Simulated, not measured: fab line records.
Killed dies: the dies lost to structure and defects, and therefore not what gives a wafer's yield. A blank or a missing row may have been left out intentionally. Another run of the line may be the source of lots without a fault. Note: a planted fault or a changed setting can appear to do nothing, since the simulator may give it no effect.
Which of the tools did it?	flow nandHarc	at 1 step of a route of 1302, 7 lots with 19 wafers sampled

== WHAT THE GAUGES READ, wafer by wafer ==
NHARC_A_ONON_D1_THK_MEAS_14: measures by ellipsometry.
lot	measured	on	thkNm (nm)
L175	day 8 08:50	filmMetro-01	1026 1025 1026
L177	day 8 19:40	filmMetro-01	985 985 985
L181	day 10 22:38	filmMetro-02	972 974 974
L186	day 13 03:22	filmMetro-02	992
L190	day 14 12:31	filmMetro-01	1002 1000 1001
L195	day 16 11:24	filmMetro-02	991 991 991
L197	day 17 04:08	filmMetro-01	1004 1004 1005

== WHAT TOOL EACH LOT RAN ON (gives the tool, then ch and the chambers of the sampled wafers, and finally the start) ==
Record: no process step prior to these readings.

== THE ANSWER, worked out from the rows above alone ==
Rule: usual is defined by the lots themselves. The widest of any qualifying gaps counts: lots, ordered by their means at a reading, are off when they make up no more than a third of the lots, leave a main group of 4 or more, and stand apart from it by 3 or more times the standard deviation of that group's means. A main group whose means are all the same, to the digits that the tables above print for the reading, isn't used. Also off: a lot with no number at a reading for which 4 or more lots have one. Where the step has rows for the other lots, those lots are counted as sound.
None of the lots is off at any reading shown; this tells nothing.

== WHAT THE SIMULATOR PUT IN ==
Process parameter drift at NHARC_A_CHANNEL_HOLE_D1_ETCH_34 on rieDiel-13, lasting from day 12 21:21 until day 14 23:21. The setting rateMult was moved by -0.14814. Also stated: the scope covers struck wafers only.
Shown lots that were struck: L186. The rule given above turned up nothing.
